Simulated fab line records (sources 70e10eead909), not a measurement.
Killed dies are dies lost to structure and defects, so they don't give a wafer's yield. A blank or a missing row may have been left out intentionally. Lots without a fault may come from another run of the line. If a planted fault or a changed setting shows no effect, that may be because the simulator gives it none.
Chamber matching / flow nand_harc / cmp-04 running NHARC_A_STAIRCASE_CMP_472: 4 sister chambers
The step polishes SiO2. 16 wafers are shown with their chamber, then 8 later ones without.

EACH WAFER AND ITS CHAMBER
wafer=L920.1; chamber=3; motor_current_A (A)=11.8; slurry_filter_dp_kPa (kPa)=13.71
wafer=L920.5; chamber=0; motor_current_A (A)=11.2; slurry_filter_dp_kPa (kPa)=13.33
wafer=L920.6; chamber=1; motor_current_A (A)=12.3; slurry_filter_dp_kPa (kPa)=13.51
wafer=L924.1; chamber=0; motor_current_A (A)=11.3; slurry_filter_dp_kPa (kPa)=13.58
wafer=L924.2; chamber=3; motor_current_A (A)=10.9; slurry_filter_dp_kPa (kPa)=13.37
wafer=L924.5; chamber=2; motor_current_A (A)=11.0; slurry_filter_dp_kPa (kPa)=13.34
wafer=L929.3; chamber=1; motor_current_A (A)=12.5; slurry_filter_dp_kPa (kPa)=13.29
wafer=L929.4; chamber=2; motor_current_A (A)=10.4; slurry_filter_dp_kPa (kPa)=13.60
wafer=L929.5; chamber=2; motor_current_A (A)=11.0; slurry_filter_dp_kPa (kPa)=13.60
wafer=L928.1; chamber=0; motor_current_A (A)=11.6; slurry_filter_dp_kPa (kPa)=13.66
wafer=L928.2; chamber=1; motor_current_A (A)=11.7; slurry_filter_dp_kPa (kPa)=13.48
wafer=L928.6; chamber=2; motor_current_A (A)=11.2; slurry_filter_dp_kPa (kPa)=13.49
wafer=L931.1; chamber=0; motor_current_A (A)=11.5; slurry_filter_dp_kPa (kPa)=13.70
wafer=L931.5; chamber=0; motor_current_A (A)=11.7; slurry_filter_dp_kPa (kPa)=13.59
wafer=L931.6; chamber=3; motor_current_A (A)=11.9; slurry_filter_dp_kPa (kPa)=13.68
wafer=L933.2; chamber=0; motor_current_A (A)=11.9; slurry_filter_dp_kPa (kPa)=13.60

SIGNATURES, as means of the wafers listed above
reading=motor_current_A; chamber 0=11.533; chamber 1=12.167; chamber 2=10.900; chamber 3=11.533; scatter within a chamber=0.37
reading=slurry_filter_dp_kPa; chamber 0=13.5767; chamber 1=13.4267; chamber 2=13.5075; chamber 3=13.5867; scatter within a chamber=0.138
Rule: distance of a wafer from a chamber = root of the sum over the readings of ((wafer's reading minus chamber's mean) / reading's scatter) squared. If the next closest chamber is less than 2 further off than the closest, the wafer can't be placed; otherwise it belongs to the closest. How the scatter is found: for the shown wafers, subtract from each reading the mean of its chamber, square and add these, divide the total by (wafers less chambers), then take the root.

WAFERS MISSING THEIR CHAMBER
wafer=L933.5; motor_current_A (A)=11.2; slurry_filter_dp_kPa (kPa)=13.51
wafer=L933.6; motor_current_A (A)=11.9; slurry_filter_dp_kPa (kPa)=13.38
wafer=L936.2; motor_current_A (A)=12.1; slurry_filter_dp_kPa (kPa)=13.45
wafer=L936.3; motor_current_A (A)=11.9; slurry_filter_dp_kPa (kPa)=13.33
wafer=L936.4; motor_current_A (A)=11.3; slurry_filter_dp_kPa (kPa)=13.61
wafer=L939.2; motor_current_A (A)=11.0; slurry_filter_dp_kPa (kPa)=13.58
wafer=L939.5; motor_current_A (A)=11.4; slurry_filter_dp_kPa (kPa)=13.51
wafer=L939.6; motor_current_A (A)=12.3; slurry_filter_dp_kPa (kPa)=13.50

WHICH CHAMBER EACH ONE RAN IN
wafer=L933.5; from the rows above=can't be placed: 2 or 0 or 3 or 1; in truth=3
wafer=L933.6; from the rows above=can't be placed: 1 or 0 or 3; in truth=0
wafer=L936.2; from the rows above=can't be placed: 1 or 0 or 3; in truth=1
wafer=L936.3; from the rows above=can't be placed: 1 or 0 or 3 or 2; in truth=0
wafer=L936.4; from the rows above=can't be placed: 3 or 0 or 2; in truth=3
wafer=L939.2; from the rows above=can't be placed: 2 or 0 or 3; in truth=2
wafer=L939.5; from the rows above=can't be placed: 0 or 3 or 2 or 1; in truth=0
wafer=L939.6; from the rows above=can't be placed: 1 or 0 or 3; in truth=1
Correctly placed: 0 of 8. Cannot be placed on the basis of these rows: 8; the candidates contain the true chamber in 8. 0 placed wrongly.
